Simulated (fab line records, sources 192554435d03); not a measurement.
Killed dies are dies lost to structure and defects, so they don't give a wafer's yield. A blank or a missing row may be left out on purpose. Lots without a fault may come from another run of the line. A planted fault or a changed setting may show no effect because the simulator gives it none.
A struck lot beside a sound one | flow n5_finfet | 42 steps out of a route of 1938
Sound: wafers L922.2, L922.3, L922.5. Struck: wafers L931.1, L931.3, L931.5. The cause comes at the end.
At each step with rows: each side's tool, then ch and its chambers, then its first start. Under that, the readings that differ: sound wafers | struck wafers | difference of the means | sigmas: that difference in standard deviations of wafers without a fault.
alike: readings whose means differ by less than 2 such deviations, and words and numbers that are the same on both sides. not compared: withheld readings, readings that some wafer has no value for, bounds like >300 that may hide the same value, and numbers for which the record gives no deviation and whose values overlap.
The two part at a step that has a row with sigmas, a row that says differs or no value, or rows on one side only. Numbers that don't overlap but have no deviation are shown without sigmas and don't part them. A reading that every wafer of one side lacks parts them only if that side has two wafers or more.

first, 9 steps without rows for these wafers: N5_DUMMY_GATE_EXPOSE_12 (exposes mask GATE, target cd 25 nm); N5_DUMMY_GATE_PEB_13 (peb time 60 s); N5_DUMMY_GATE_DEVELOP_14 (develop time 30 s); N5_DUMMY_GATE_DESCUM_20 (chemistry O2, time 6.2 s); N5_DUMMY_GATE_ETCH_29 (etches underlayer in N2/H2, target depth 13 nm); N5_DUMMY_GATE_ETCH_36 (etches SiARC in CF4, target depth 13 nm); N5_DUMMY_GATE_ETCH_37 (etches SOC in N2/H2, target depth 60 nm, overetch 30 nm); N5_DUMMY_GATE_STRIP_38 (strips in N2/H2); N5_DUMMY_GATE_STRIP_39 (strips in N2/H2).
N5_DUMMY_GATE_TRIM_49: chemistry O2, time 29 s, target cd 14 nm.
  sound on rie_si-04 ch 0,1,2, day 3 17:30; struck on rie_si-04 ch 0,3, day 5 22:19
  alike: drypump_motor_current_A, oes_product_au, throttle_valve_pct
  not compared: rf_hours_counter_h
then, 14 steps without rows for these wafers: N5_DUMMY_GATE_STRIP_40 (strips in CF4); N5_DUMMY_GATE_ETCH_31 (etches SiO2 in C4F6/O2, target depth 82.5 nm, time 27.5 s); N5_DUMMY_GATE_STRIP_41 (strips in O2); N5_DUMMY_GATE_HM_OPEN_21 (chemistry CH3F/O2, target SiNx, target depth 120 nm, time 171.4 s); N5_DUMMY_GATE_ETCH_32 (etches SiO2 in CF4, target depth 3.5 nm, time 3.9 s); N5_DUMMY_GATE_ETCH_23 (etches poly-Si in HBr/Cl2/O2, target depth 41 nm, time 22.3 s); N5_DUMMY_GATE_ETCH_44 (etches poly-Si in HBr/O2, stops on SiO2, target depth 127.5 nm); N5_DUMMY_GATE_ETCH_42 (etches SiO2 in CHF3/O2, target depth 3.5 nm, time 31 s); N5_DUMMY_GATE_STRIP_48 (strips in N2/H2, time 20 s); N5_DUMMY_GATE_PRECLEAN_33 (cleans in dHF, time 10 s); N5_DUMMY_GATE_PRECLEAN_25 (cleans in O3/DIW, time 45 s); N5_DUMMY_GATE_PRECLEAN_51 (cleans in SC2, time 45 s); N5_DUMMY_GATE_SRD_26 (time 30 s); N5_DUMMY_GATE_UV_OZONE_45 (time 120 s).
N5_DUMMY_GATE_INSPECT_27: inspects for defects (brightfield).
  sound on defect_inspect-02, day 3 18:26; struck on defect_inspect-01, day 5 23:15
  reading          | sound       | struck        | difference | sigmas
  raw_defect_count | 264 384 271 | 938 1217 1193 | +810       | +12
then, 3 steps without rows for these wafers: N5_SPACER0_ALD_07 (deposits SiNx, target thk 2 nm); N5_SPACER0_ALD_00 (deposits SiOCN, target thk 3.5 nm, pulse time 3 s, purge time 2 s); N5_SPACER0_ALD_08 (deposits SiNx, target thk 2 nm).
N5_SPACER0_INSPECT_04: inspects for defects (darkfield).
  sound on defect_inspect-02, day 3 19:02; struck on defect_inspect-02, day 5 23:51
  reading          | sound       | struck      | difference | sigmas
  raw_defect_count | 120 133 108 | 781 936 937 | +764       | +27
then, 8 steps without rows for these wafers: N5_SD_EPI_N_COAT_32 (time 60 s, resist thk 350 nm); N5_SD_EPI_N_COAT_33 (time 60 s, resist thk 35 nm); N5_SD_EPI_N_COAT_03 (resist thk 150 nm); N5_SD_EPI_N_EBR_05; N5_SD_EPI_N_SOFTBAKE_04 (time 60 s); N5_SD_EPI_N_EXPOSE_06 (exposes mask SD N BLK, target cd 120 nm); N5_SD_EPI_N_PEB_07 (peb time 60 s); N5_SD_EPI_N_DEVELOP_08 (develop time 30 s).
N5_SD_EPI_N_INSPECT_11: inspects for defects (macro).
  sound on defect_inspect-01, day 3 19:29; struck on defect_inspect-01, day 6 05:24
  reading          | sound | struck         | difference | sigmas
  raw_defect_count | 4 1 3 | >300 >300 >300 | differs    |
N5_SD_EPI_N_INSPECT_26: inspects for defects (darkfield).
  sound on defect_inspect-01, day 3 23:38; struck on defect_inspect-02, day 6 12:35
  reading          | sound       | struck      | difference | sigmas
  raw_defect_count | 183 262 189 | 849 993 970 | +726       | +20
N5_SD_EPI_P_INSPECT_26: inspects for defects (darkfield).
  sound on defect_inspect-01, day 4 04:42; struck on defect_inspect-02, day 6 17:34
  reading          | sound       | struck      | difference | sigmas
  raw_defect_count | 211 252 197 | 823 978 943 | +695       | +17
-- the record jumps here: 5 days lie between the struck wafers' starts before and after (it left off in module SD_EPI_P and takes up again in module BEOL_M4, whose first step shown is number 1111 of the route) --
N5_BEOL_M4_RC_MEAS_101:
  sound on prober-02 ch 0, day 8 06:45; struck on prober-02 ch 0, day 11 07:45
  alike: DIBL_N, DIBL_P, IOFF_N, IOFF_P, ION_N, ION_P, SS_N, SS_P, VT_N, VT_P
-- the record jumps here: 4 days lie between the struck wafers' starts before and after (it left off in module BEOL_M4 and takes up again in module PASSIVATION, whose first step shown is number 1936 of the route) --
N5_PASSIVATION_PROBE_49:
  the record has rows for the struck wafers here (prober-01, day 15 13:52) and none for the sound ones

WHERE THEY PART
First at N5_DUMMY_GATE_INSPECT_27; last, within this record, at N5_PASSIVATION_PROBE_49.

WHY: what the simulator had put in
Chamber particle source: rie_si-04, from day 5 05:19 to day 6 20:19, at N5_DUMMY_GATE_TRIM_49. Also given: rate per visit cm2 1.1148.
